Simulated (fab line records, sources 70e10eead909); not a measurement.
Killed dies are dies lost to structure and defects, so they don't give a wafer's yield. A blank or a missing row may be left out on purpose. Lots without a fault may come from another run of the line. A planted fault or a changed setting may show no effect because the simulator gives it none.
fab line records | flow nand_harc
record lots=14 wafers=42 last_day=33
route steps=1302 shown A_SLIT@939 A_WL_FILL@958
lots that met no fault: from a run of the same line without faults
start_h: hours from the record's first day to the start of the lot's first wafer shown | wait_h: hours since the lot's step before | " the same as in the row above | L1.1+2: a row that stands for several wafers | - no value, or no start given | * or withheld: withheld | < > ~ a bound
route shown NAME@n: a module of which the file shows steps, and the number in the route of the first | usual: mean/standard deviation of fault-free wafers | same: alike in all rows | chamber/n: place in a boat | sites: the reading at each site | _std_site: their standard deviation | _edge_site: outer sites' mean less inner sites' | radius_mm: how far each site lies from the wafer's centre | mask NAME#n: copy n | behind: the tool/chamber that last shaped the wafer | hold: why the lot was held/for how many hours/how that ended | device: the transistor (n, p or np) that didn't switch | end of line: the same wafers' tests at the end of the route | a step without rows: its recipe alone | killed: dies lost to structure and defects at the first sort, not the wafer's yield | map: a wafer's dies, x killed, . not, _ none there
set.NAME: the setting as run; set.NAME@STEP: as run at that earlier step | model.NAME: the simulator's own value behind a step, which no gauge read
steps of the route over a sample of lots; a table a step, a row a wafer
services: from which hour (start_h, from the record's first day; less than 0 if before it) a tool's chamber was out of use, for how many hours, and why
## steps
# step NHARC_A_SLIT_ETCH_17
# recipe bias_v=900 source_w=withheld pressure_mtorr=20 ar_flow_sccm=375 c4f8_flow_sccm=83.3 o2_flow_sccm=41.7 time_s=4254.5 target_depth_a=2.03e+05 chemistry=C4F8/O2/Ar
# usual drypump_motor_current_A=5.8/0.53 showerhead_plenum_p_Torr=3.72/0.17 throttle_valve_pct=32.046/0.0097
# same time_s=4254.5
# columns lot.wafer tool chamber start_h wait_h drypump_motor_current_A rf_hours_counter_h showerhead_plenum_p_Torr throttle_valve_pct
L591.3 har_etch-01 1 466.67 - 6.0 - 3.54 32.040
L591.4 " 0 " " 6.5 - 3.65 32.051
L591.6 " 0 468.46 - 6.5 - 3.65 32.053
L593.2 har_etch-02 0 483.26 - 5.8 51 3.91 32.046
L593.1 " 1 " " 5.0 51 3.91 32.049
L593.4 " 0 " " 5.9 - 3.91 32.047
L595.1 har_etch-01 1 483.76 - 5.9 276 3.54 32.051
L595.6 " 0 485.56 - 6.5 - 3.64 32.039
L595.5 " 1 " " 5.9 - 3.54 32.045
L596.1 har_etch-01 0 486.94 - 6.5 279 3.64 32.056
L596.2 " 1 " " 5.9 279 3.53 32.051
L596.6 " 1 489.93 - 5.9 - 3.53 32.048
L597.1 har_etch-02 1 507.41 - 5.0 66 3.90 32.038
L597.4 " 1 508.60 - 5.0 - 3.90 32.054
L597.5 " 0 " " 5.9 - 3.90 32.063
L599.1 har_etch-01 1 535.90 - 6.0 307 3.52 32.046
L599.2 " 0 " " 6.4 307 3.62 32.047
L599.4 " 0 537.71 - 6.5 - 3.62 32.048
L606.1 har_etch-01 1 585.10 - 5.9 333 3.51 32.052
L606.3 " 0 " " 6.5 - 3.61 32.047
L606.6 " 0 586.88 - 6.5 - 3.61 32.047
L605.3 har_etch-02 0 587.25 - 5.9 - 3.88 32.030
L605.4 " 1 " " 5.0 - 3.88 32.049
L605.6 " 0 " " 5.9 - 3.88 32.051
L608.3 har_etch-01 0 627.22 - 6.4 - 3.60 32.052
L608.6 " 0 628.42 - 6.5 - 3.60 32.058
L608.5 " 1 " " 5.9 - 3.50 32.013
L607.3 har_etch-02 0 631.12 - 5.8 - 3.86 32.048
L607.4 " 1 " " 5.0 - 3.86 32.050
L607.5 " 0 " " 5.9 - 3.86 32.047
L609.1 har_etch-02 0 633.71 - 5.8 138 3.86 32.047
L609.3 " 1 635.51 - 5.0 - 3.86 32.037
L609.6 " 1 636.72 - 5.0 - 3.86 32.043
L610.1 har_etch-01 0 647.85 - 6.5 372 3.59 32.059
L610.2 " 1 " " 5.9 364 3.49 32.047
L610.6 " 0 650.24 - 6.5 - 3.59 32.046
L611.2 har_etch-02 1 658.45 - 5.0 150 3.86 32.050
L611.3 " 0 " " 5.9 - 3.85 32.036
L611.6 " 1 660.86 - 5.0 - 3.86 32.056
L614.1 har_etch-01 1 688.99 - 5.9 387 3.48 32.055
L614.5 " 0 690.79 - 6.5 - 3.58 32.033
L614.6 " 1 " " 5.9 - 3.48 32.038
# step NHARC_A_SLIT_STRIP_18
# recipe o2_flow_sccm=500 ar_flow_sccm=0 bias_w=0 chemistry=O2
# usual drypump_motor_current_A=5.6/0.36 oes_product_au=0.998/0.0075 rf_vpp_V=58.0/0.91 showerhead_plenum_p_Torr=3.57/0.16 throttle_valve_pct=17.035/0.01
# same bias_w=0
# columns lot.wafer tool chamber start_h wait_h drypump_motor_current_A oes_product_au rf_hours_counter_h rf_vpp_V showerhead_plenum_p_Torr throttle_valve_pct
L591.3 rie_diel-03 0 - - 5.0 1.001 0 57.1 3.58 17.020
L591.4 " 0 " " 5.0 1.013 - 58.0 3.58 17.045
L591.6 " 3 " " 6.3 0.995 - 58.6 3.58 17.022
L595.1 rie_diel-03 2 - - 5.3 0.993 1 58.0 3.66 17.038
L595.5 " 2 " " 5.3 0.995 - 59.4 3.66 17.036
L595.6 " 3 " " 6.3 1.001 - 57.4 3.58 17.032
L593.2 rie_diel-12 0 - - 6.0 0.996 2 56.8 3.35 17.045
L593.1 " 1 " " 5.3 0.997 2 60.3 3.35 17.028
L593.4 " 3 " " 6.0 0.999 2 57.7 3.61 17.041
L596.2 rie_diel-12 2 - - 5.5 0.987 2 58.4 3.71 17.032
L596.1 " 1 " " 5.3 0.996 2 56.5 3.35 17.037
L596.6 " 3 " " 5.9 0.992 - 59.0 3.61 17.054
L597.4 rie_diel-07 0 - - 5.2 0.996 3 57.2 3.54 17.048
L597.1 " 1 " " 5.4 0.991 3 60.0 3.69 17.041
L597.5 " 3 " " 5.8 0.994 - 58.8 3.76 17.014
L599.4 rie_diel-12 1 - - 5.3 0.998 6 56.8 3.35 17.031
L599.1 " 2 " " 5.5 1.012 6 59.2 3.71 17.022
L599.2 " 0 " " 6.0 0.995 6 56.8 3.34 17.015
L606.1 rie_diel-07 2 - - 5.7 0.999 7 59.3 3.76 17.039
L606.3 " 3 " " 5.8 0.998 8 57.3 3.76 17.034
L606.6 " 3 " " 5.8 0.997 - 58.3 3.76 17.047
L605.3 rie_diel-03 0 - - 4.9 0.998 7 57.7 3.57 17.032
L605.4 " 1 " " 5.8 0.984 7 57.1 3.29 17.053
L605.6 " 0 " " 5.0 0.998 - 58.2 3.57 17.025
L608.3 rie_diel-03 1 - - 5.8 0.993 10 58.1 3.28 17.022
L608.6 " 3 " " 6.3 0.995 - 59.4 3.58 17.027
L608.5 " 0 " " 5.0 0.996 - 58.4 3.57 17.025
L607.3 rie_diel-07 3 - - 5.8 1.011 10 59.3 3.76 17.043
L607.4 " 0 " " 5.2 1.006 10 56.8 3.54 17.042
L607.5 " 2 " " 5.7 1.005 - 58.7 3.75 17.028
L609.1 rie_diel-12 2 - - 5.5 0.999 1 58.8 3.70 17.045
L609.3 " 3 " " 6.0 0.988 1 59.1 3.61 17.057
L609.6 " 0 " " 6.0 0.996 - 57.3 3.34 17.059
L610.2 rie_diel-12 2 - - 5.5 0.995 2 58.0 3.70 17.051
L610.1 " 3 " " 5.9 0.998 2 58.2 3.61 17.023
L610.6 " 2 " " 5.5 0.998 - 58.4 3.70 17.032
L611.2 rie_diel-07 2 - - 5.8 0.990 0 58.4 3.75 17.042
L611.3 " 0 " " 5.2 1.003 0 57.0 3.54 17.051
L611.6 " 2 " " 5.7 0.994 - 57.9 3.75 17.038
L614.1 rie_diel-07 0 - - 5.2 1.005 2 58.1 3.54 17.035
L614.6 " 2 " " 5.8 0.989 - 58.4 3.75 17.033
L614.5 " 3 " " 5.8 1.002 - 59.6 3.76 17.042
# step NHARC_A_WL_FILL_ETCHBACK_05
# recipe target_depth_a=220 time_s=60 temp_c=40 chemistry=Cl2/BCl3
# usual chamber_pressure_mTorr=10.001/0.009 drypump_motor_current_A=5.8/0.34 oes_product_au=1.000/0.0064 temp_c=40.02/0.1 time_s=60/0
# columns lot.wafer tool chamber start_h wait_h chamber_pressure_mTorr drypump_motor_current_A oes_product_au rf_hours_counter_h temp_c time_s
L591.3 rie_metal-03 0 478.98 0.1 10.001 5.7 0.998 - 40.05 60
L591.4 " 1 " " 10.015 6.5 0.998 - 39.94 60
L591.6 " 1 " " 10.011 6.5 1.003 - 40.03 60
L593.2 rie_metal-03 1 496.74 0.2 10.013 6.5 1.003 3.0 40.01 60
L593.1 " 0 " " 10.015 5.7 1.003 3.0 39.95 60
L593.4 " 0 " " 9.989 5.7 1.005 - 39.97 60
L595.1 rie_metal-01 1 497.06 0.2 9.990 5.8 0.998 1.4 40.17 60
L595.6 " 0 " " 9.995 5.8 1.005 - 39.97 60
L595.5 " 1 " " 10.018 5.8 1.002 - 40.08 60
L596.1 rie_metal-02 1 500.16 0.2 - - - - - -
L596.2 " 0 " " - - - - - -
L596.6 " 1 " " - - - - - -
L597.1 rie_metal-01 0 520.18 0.2 - - - - - -
L597.4 " 1 " " - - - - - -
L597.5 " 1 " " - - - - - -
L599.1 rie_metal-02 0 549.42 0.2 9.996 5.5 1.001 1.6 40.09 60
L599.2 " 1 " " 9.996 5.6 0.999 1.6 40.09 60
L599.4 " 1 " " 9.992 5.6 1.001 - 40.17 60
L606.1 rie_metal-02 1 597.82 0.2 10.002 5.6 1.002 2.7 40.14 60
L606.3 " 1 " " 10.002 5.6 1.011 - 39.97 60
L606.6 " 1 " " 10.014 5.6 1.010 - 40.05 60
L605.4 rie_metal-01 0 597.84 0.2 10.003 5.8 1.008 - 39.97 60
L605.3 " 1 " " 10.005 5.7 0.999 - 40.04 60
L605.6 " 0 " " 10.005 5.8 1.010 - 40.23 60
L608.3 rie_metal-01 0 639.35 0.2 9.988 5.8 1.017 - 39.89 60
L608.5 " 1 " " 10.001 5.8 1.005 - 39.80 60
L608.6 " 0 " " 10.013 5.8 1.012 - 39.92 60
L607.3 rie_metal-02 0 643.87 0.1 10.005 5.5 0.993 - 39.86 60
L607.4 " 1 " " 10.001 5.6 1.002 - 40.09 60
L607.5 " 1 " " 9.996 5.6 1.009 - 40.04 60
L609.1 rie_metal-03 0 646.95 0.2 10.010 5.7 0.998 2.0 40.06 60
L609.3 " 1 " " 10.004 6.5 1.006 - 40.07 60
L609.6 " 0 " " 10.014 5.7 1.007 - 40.20 60
L610.1 rie_metal-02 0 661.09 0.2 10.003 5.4 1.008 0.4 39.91 60
L610.2 " 1 " " 10.009 5.6 0.991 0.4 40.11 60
L610.6 " 0 " " 10.013 5.4 0.999 - 39.85 60
L611.2 rie_metal-01 1 671.10 0.2 10.005 5.8 0.997 2.0 39.93 60
L611.3 " 1 " " 10.020 5.7 0.997 - 40.00 60
L611.6 " 1 " " 10.010 5.8 1.004 - 40.05 60
L614.1 rie_metal-01 0 701.74 0.2 10.005 5.7 1.006 2.3 40.06 60
L614.5 " 1 " " 10.007 5.7 1.002 - 40.08 60
L614.6 " 0 " " 10.002 5.8 0.997 - 40.11 60
# step NHARC_A_WL_FILL_ETCHBACK_16
# recipe target_depth_a=1200 time_s=24 c4f8_flow_sccm=withheld o2_flow_sccm=8 ar_flow_sccm=withheld rf_w=600 bias_w=800 chemistry=C4F8/O2/Ar
# usual bias_w=800.0/2.3 chamber_pressure_mTorr=25.001/0.023 oes_product_au=0.982/0.028 rf_vpp_V=722/5.8
# same time_s=24
# columns lot.wafer tool chamber start_h wait_h bias_w chamber_pressure_mTorr oes_product_au rf_hours_counter_h rf_vpp_V
L591.4 rie_diel-08 2 - - 804.1 24.993 0.996 4.9 716
L591.3 " 3 " " 798.2 25.030 1.010 5.1 717
L591.6 " 1 " " 798.4 24.973 1.003 - 716
L596.1 rie_diel-08 2 - - 798.6 25.032 0.999 5.8 717
L596.2 " 3 " " 803.2 24.970 0.988 5.9 718
L596.6 " 0 " " 792.7 25.010 0.993 - 726
L595.1 rie_diel-11 1 - - 796.9 25.020 0.985 0.9 728
L595.5 " 3 " " 802.5 24.997 0.970 - 730
L595.6 " 0 " " 801.3 24.978 0.981 - 719
L593.2 rie_diel-01 0 - - 799.5 24.975 1.003 3.5 722
L593.1 " 1 " " 798.6 25.019 1.006 3.8 727
L593.4 " 2 " " 802.0 24.984 0.997 4.2 730
L597.4 rie_diel-11 2 - - 796.7 24.983 0.992 1.8 717
L597.1 " 1 " " 800.4 25.013 0.990 1.8 730
L597.5 " 3 " " 802.6 24.984 0.990 - 731
L599.2 rie_diel-08 3 - - 802.2 24.987 1.007 0.8 717
L599.1 " 0 " " 798.4 24.981 0.996 0.6 727
L599.4 " 2 " " 802.5 25.029 1.002 0.7 714
L605.3 rie_diel-08 3 - - 798.5 25.059 0.933 2.4 717
L605.4 " 0 " " 800.1 25.026 0.939 2.5 726
L605.6 " 0 " " 800.9 25.025 0.931 - 727
L606.3 rie_diel-01 1 - - 798.2 24.968 1.014 0.9 728
L606.1 " 2 " " 797.3 25.009 0.988 0.9 731
L606.6 " 2 " " 799.5 24.965 0.997 - 730
L608.3 rie_diel-11 2 - - 802.9 25.020 1.009 0.6 718
L608.6 " 2 " " 799.7 24.974 1.010 - 718
L608.5 " 3 " " 802.7 24.949 0.996 - 729
L607.3 rie_diel-11 1 - - 799.1 25.035 0.924 0.7 729
L607.4 " 0 " " 801.6 24.997 0.919 0.5 719
L607.5 " 1 " " 802.5 24.996 0.922 - 728
L609.3 rie_diel-11 1 - - 800.4 24.996 0.957 0.8 728
L609.1 " 3 " " 799.5 25.034 0.981 0.6 730
L609.6 " 1 " " 803.6 24.987 0.992 - 728
L610.1 rie_diel-08 1 - - 799.1 24.965 1.001 6.1 717
L610.2 " 2 " " 799.9 25.007 0.989 6.1 715
L610.6 " 0 " " 802.6 24.994 0.997 - 726
L611.3 rie_diel-11 2 - - 799.2 25.008 0.977 1.2 719
L611.2 " 3 " " 793.9 25.010 0.975 1.0 731
L611.6 " 2 " " 801.0 25.027 0.986 - 717
L614.1 rie_diel-11 2 - - 799.0 25.010 1.005 1.8 719
L614.6 " 3 " " 797.6 25.013 0.990 - 731
L614.5 " 1 " " 799.4 25.010 0.995 - 729
## services
# columns tool chamber start_h hours kind
rie_diel-12 - 445.45 9.0 pm
rie_diel-07 0 445.54 1.3 repair
rie_diel-11 - 450.15 0.4 repair
rie_diel-08 3 452.18 3.8 repair
rie_metal-02 - 454.00 9.0 pm
rie_diel-07 - 471.20 9.0 pm
rie_diel-12 2 494.18 2.6 repair
rie_diel-08 - 544.80 9.0 pm
har_etch-01 - 555.24 6.0 repair
rie_diel-12 3 562.71 7.5 repair
rie_metal-02 1 563.79 7.0 repair
rie_metal-01 - 575.11 9.0 pm
rie_diel-07 1 586.35 9.3 repair
rie_diel-12 3 591.69 6.0 repair
rie_diel-11 - 619.05 9.0 pm
rie_diel-12 - 622.45 9.0 pm
rie_metal-01 0 630.73 3.7 repair
rie_metal-02 - 631.00 9.0 pm
har_etch-02 - 644.54 1.1 repair
rie_diel-07 0 645.81 9.0 repair
rie_diel-07 - 648.20 9.0 pm
rie_diel-11 3 668.51 6.2 repair
rie_diel-11 0 676.86 7.8 repair
rie_diel-11 1 685.87 15.6 repair
## key
first_sign step=NHARC_A_WL_FILL_ETCHBACK_05 reading=tool_record direction=missing
effect none on later readings
met_at NHARC_A_WL_FILL_ETCHBACK_05
struck_lots L596,L597
later_rows_left_out L596.1,L596.2,L596.6,L597.1,L597.4,L597.5
sort_left_out L596.1,L596.2,L596.6,L597.1,L597.4,L597.5
tester_left_out L596,L597
not_acting_at NHARC_A_SLIT_ETCH_17,NHARC_A_SLIT_STRIP_18,NHARC_A_WL_FILL_ETCHBACK_16
onset_between 497.06 500.16
fault kind=skipped_step_whole tool=rie_metal-01,rie_metal-02 chamber=- onset_h=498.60 steps=NHARC_A_WL_FILL_ETCHBACK_05 scope=struck_lots_only
# tester_left_out: of these lots the tester's yield and bins aren't shown, on N5 and GAA mostly nor the transistor test; their killed dies are dies lost to structure and defects alone, not to doping, threshold or leakage, so they don't give the yield
# sort_left_out: the simulated sort isn't trusted on such a fault, so these wafers' sort isn't shown, and their yield isn't known
# later_rows_left_out: the simulator's readings of these wafers behind a module that went badly wrong aren't trusted and aren't shown, but for the sort
